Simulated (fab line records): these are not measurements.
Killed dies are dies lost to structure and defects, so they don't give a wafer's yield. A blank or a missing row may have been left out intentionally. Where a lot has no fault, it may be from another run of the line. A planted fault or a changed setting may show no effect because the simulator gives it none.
Chamber matching | flow n5 finfet | N5_FIN_SAQP_ETCH_34 on rie diel-04 has 4 sister chambers
The step etches SiO2 in C4F6/O2, target depth 45 nm, time 15 s. 4 wafers are shown with their chamber, then 10 later ones without.

== EACH WAFER AND ITS CHAMBER ==
wafer  | chamber | rf vpp V (V)
L086.5 | 3       | 701
L090.4 | 2       | 672
L091.2 | 0       | 676
L091.4 | 1       | 663

== WAFERS WITHOUT THEIR CHAMBER ==
wafer  | rf vpp V (V)
L091.6 | 674
L093.1 | 666
L093.2 | 673
L093.6 | 676
L094.1 | 678
L094.2 | 672
L094.6 | 675
L097.1 | 664
L097.2 | 672
L097.4 | 700

== WHICH CHAMBER EACH ONE RAN IN ==
wafer  | from the rows above     | in truth
L091.6 | can't be placed: 0 or 2 | 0
L093.1 | 1                       | 1
L093.2 | can't be placed: 2 or 0 | 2
L093.6 | 0                       | 0
L094.1 | 0                       | 0
L094.2 | 2                       | 2
L094.6 | can't be placed: 0 or 2 | 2
L097.1 | 1                       | 1
L097.2 | 2                       | 2
L097.4 | 3                       | 3
Correctly placed: 7 of 10. Can't be placed from these rows: 3 (the true chamber is among the candidates in 3). Number placed wrongly: 0.
How it was worked out, from the rows above alone: a wafer's distance from a chamber is the root of the sum, over the readings, of the square of ((its reading less the chamber's mean) divided by the reading's scatter). The wafer belongs to the nearest chamber; if the next one is less than 2 further off, it can't be placed. A chamber's mean is the mean of its shown wafers. The scatter: root of mean squared gap, hidden wafer to nearest shown wafer, with one shown wafer a chamber.
